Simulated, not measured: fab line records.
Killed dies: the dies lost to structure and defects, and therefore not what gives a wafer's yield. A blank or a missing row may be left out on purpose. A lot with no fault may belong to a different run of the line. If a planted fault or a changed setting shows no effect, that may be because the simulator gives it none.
A struck lot beside a sound one || flow n5-finfet || 38 steps out of a route of 1938
Sound: these wafers, L626.3, L626.5, L626.6. Struck: wafer L628.1 (L628.5, L628.6, from the same lot, were not struck and are left out); the cause is given at the end.
Order at every step that has rows: each side's tool, ch and its chambers, its first start. Under that, the readings that differ: sound wafers || struck wafers || difference of the means || sigmas: that difference in standard deviations of wafers without a fault.
alike: readings whose means differ by less than 2 such deviations, and words and numbers that are the same on both sides. not compared: withheld readings, readings that some wafer has no value for, bounds like >300 that may hide the same value, and numbers for which the record gives no deviation and whose values overlap.
A row with sigmas, a row that says differs or no value, or rows on one side alone: a step with any of these is where the two part. Numbers that have no deviation but don't overlap get no sigmas and don't part them. A reading that every wafer of one side lacks parts them only if that side has two wafers or more.

first, 12 steps without rows for these wafers: N5_BEOL_M0_ALD_136 (deposits TaN, pulse time 2 s, purge time 3 s, co reactant purge time 2 s); N5_BEOL_M0_SURFACE_TREAT_137; N5_BEOL_M0_CVD_115 (deposits Co from CCTBA/H2, time 120 s); N5_BEOL_M0_SPUTTER_116 (material Cu, target thk 4 nm, time 7.37 s); N5_BEOL_M0_ANNEAL_117 (time 60 s); N5_BEOL_M0_SPUTTER_132 (material Cu, target thk 4 nm, time 7.37 s); N5_BEOL_M0_ANNEAL_133 (time 60 s); N5_BEOL_M0_SPUTTER_134 (material Cu, target thk 4 nm, time 7.37 s); N5_BEOL_M0_ANNEAL_135 (time 60 s); N5_BEOL_M0_SPUTTER_141 (material Cu, target thk 4 nm, time 7.37 s); N5_BEOL_M0_ECD_118 (material Cu, target thk 300 nm); N5_BEOL_M0_ANNEAL_119 (time 90 s).
N5_BEOL_M0_CMP_120: polishes, stops on SiOC, t overpolish 6.9 s.
  sound on cmp-03 ch 0,3, day 7 00:52; struck on cmp-03 ch 1, day 7 09:35
{"reading": "barrier-field-endpoint-s (s)", "sound": "3.47 3.50 3.73", "struck": 7.11, "difference": "+3.54", "sigmas": "+27"}
{"reading": "time-to-endpoint-s (s)", "sound": "58 57 64", "struck": 82, "difference": "+22", "sigmas": "+6"}
{"reading": "model.SiOC_of_BEOL_M0_SAQP_ILD_DEP_01.thk-nm (nm)", "sound": "39.4 40.2 39.2", "struck": 40.4, "difference": "+0.8", "sigmas": ""}
  alike: motor-current-A, overpolish-run-s
then, 4 steps without rows for these wafers: N5_BEOL_M0_PRE_CLEAN_131 (time 15 s); N5_BEOL_M0_CO_CAP_123 (material Co, precursor CCTBA/H2, target thk 2 nm, time 102.1 s); N5_BEOL_M0_PRE_CLEAN_124 (time 15 s); N5_BEOL_M0_DEP_125 (deposits SiCN from 3MS/NH3, target thk 8 nm, time 14 s).
N5_BEOL_M0_INSPECT_127: inspects for defects (darkfield).
  sound on defect-inspect-02, day 7 01:25; struck on defect-inspect-01, day 7 10:07
{"reading": "raw-defect-count", "sound": "67 113 47", "struck": 3571, "difference": "+3495", "sigmas": "+99 or more"}
then, 18 steps without rows for these wafers: N5_BEOL_M1_ILD_DEP_00 (deposits SiOC from DEMS/O2, target thk 79 nm, time 15.3 s); N5_BEOL_M1_PECVD_72 (deposits SiO2 from TEOS/O2, target thk 16 nm, time 18 s); N5_BEOL_M1_HM_DEP_02 (deposits TiN, target thk 20 nm); N5_BEOL_M1_COAT_61 (time 60 s, resist thk 60 nm); N5_BEOL_M1_COAT_62 (time 60 s, resist thk 12 nm); N5_BEOL_M1_COAT_73 (time 60 s, resist thk 5 nm); N5_BEOL_M1_COAT_05 (resist thk 30 nm); N5_BEOL_M1_EBR_07; N5_BEOL_M1_SOFTBAKE_06 (time 60 s); N5_BEOL_M1_EXPOSE_08 (exposes mask M1); N5_BEOL_M1_PEB_09 (peb time 60 s); N5_BEOL_M1_DEVELOP_10 (develop time 30 s); N5_BEOL_M1_DESCUM_16 (chemistry O2, time 7 s); N5_BEOL_M1_ETCH_74 (etches underlayer in N2/H2, target depth 6.5 nm, time 5.2 s); N5_BEOL_M1_ETCH_63 (etches SiARC in CF4, target depth 15.6 nm, time 26 s); N5_BEOL_M1_ETCH_64 (etches SOC in N2/H2, target depth 75 nm, overetch 15 nm, time 112.5 s); N5_BEOL_M1_STRIP_65 (strips in N2/H2); N5_BEOL_M1_STRIP_75 (strips in N2/H2).
N5_BEOL_M4_RC_MEAS_101:
  the record has rows for the sound wafers here (prober-02 ch 0, day 8 17:28) and none for the struck ones
-- record jumps: 6 days separate the struck wafers' starts on either side; left off in module BEOL_M4, taken up again in module PASSIVATION, whose first shown step is the route's number 1936 --
N5_PASSIVATION_PROBE_49:
  sound on prober-02, day 13 05:16; struck on prober-02, day 13 15:26
{"reading": "defect-limited-yield (%)", "sound": "90.9 90.4 90.8", "struck": 0, "difference": -91, "sigmas": -70}
{"reading": "killed_at_M0_to_M3", "sound": "35 52 54", "struck": 1094, "difference": "+1047", "sigmas": "+99 or more"}
{"reading": "killed-at-front-end", "sound": "42 35 33", "struck": 60, "difference": "+23", "sigmas": "+2"}
{"reading": "killed-dies", "sound": "107 113 108", "struck": 1180, "difference": "+1071", "sigmas": "+71"}
{"reading": "killed-on-rim", "sound": "15 14 13", "struck": 152, "difference": "+138", "sigmas": "+35"}
{"reading": "sort-n-pass", "sound": "1073 1067 1071", "struck": 0, "difference": -1070, "sigmas": -71}
{"reading": "sort-yield-pct (%)", "sound": "90.9 90.4 90.8", "struck": 0, "difference": -91, "sigmas": -70}
  alike: killed_at_M4_up, killed-at-contacts, killed-at-other, killed-open, killed-short, sort_bin_5_function, sort_bin_6_memory, sort_bin_8_speed

== WHERE THEY PART ==
First at N5_BEOL_M0_CMP_120; last, within this record, at N5_PASSIVATION_PROBE_49.

WHY: whatever the simulator had introduced
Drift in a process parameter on cmp-03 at N5_BEOL_M0_CMP_120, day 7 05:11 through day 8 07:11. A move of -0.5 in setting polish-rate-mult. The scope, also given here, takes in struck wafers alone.
